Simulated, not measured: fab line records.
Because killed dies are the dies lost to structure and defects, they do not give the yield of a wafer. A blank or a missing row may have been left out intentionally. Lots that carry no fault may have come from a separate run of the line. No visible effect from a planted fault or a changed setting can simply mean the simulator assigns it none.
Chamber matching    flow n5 finfet    4 sister chambers for N5_BEOL_M6_STRIP_36 on rie diel-03
The step strips in N2/H2. 8 wafers are shown with their chamber, then 7 later ones without.

== EACH WAFER AND ITS CHAMBER ==
wafer   chamber  showerhead plenum p Torr (Torr)  throttle valve pct (%)
L078.4  0        2.70                             23.5
L083.1  1        2.70                             24.0
L083.2  3        2.49                             23.1
L083.5  0        2.70                             23.5
L084.2  3        2.49                             23.1
L084.5  2        2.73                             23.6
L091.1  2        2.72                             23.6
L091.2  1        2.69                             24.1

== WAFERS WITHOUT THEIR CHAMBER ==
wafer   showerhead plenum p Torr (Torr)  throttle valve pct (%)
L091.4  2.72                             23.6
L093.2  2.69                             24.0
L093.4  2.69                             23.6
L093.6  2.72                             23.6
L097.1  2.71                             23.6
L097.3  2.69                             23.6
L097.6  2.71                             23.6

== WHICH CHAMBER EACH ONE RAN IN ==
wafer   from the rows above      in truth
L091.4  2                        2
L093.2  1                        1
L093.4  0                        0
L093.6  2                        2
L097.1  can't be placed: 2 or 0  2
L097.3  0                        0
L097.6  can't be placed: 2 or 0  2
Correct placement for 5 of the 7. These rows do not allow placing 2 (true chamber among the candidates in 2). Wrongly placed: 0.
How it was worked out, from the rows above alone: a wafer's distance from a chamber is the root of the sum, over the readings, of the square of ((its reading less the chamber's mean) divided by the reading's scatter). The wafer belongs to the nearest chamber; if the next one is less than 2 further off, it can't be placed. The mean given for a chamber averages the wafers shown for that chamber. The scatter: the root of (the sum of the squares of (reading less its chamber's mean) over the shown wafers, divided by (wafers less chambers)).
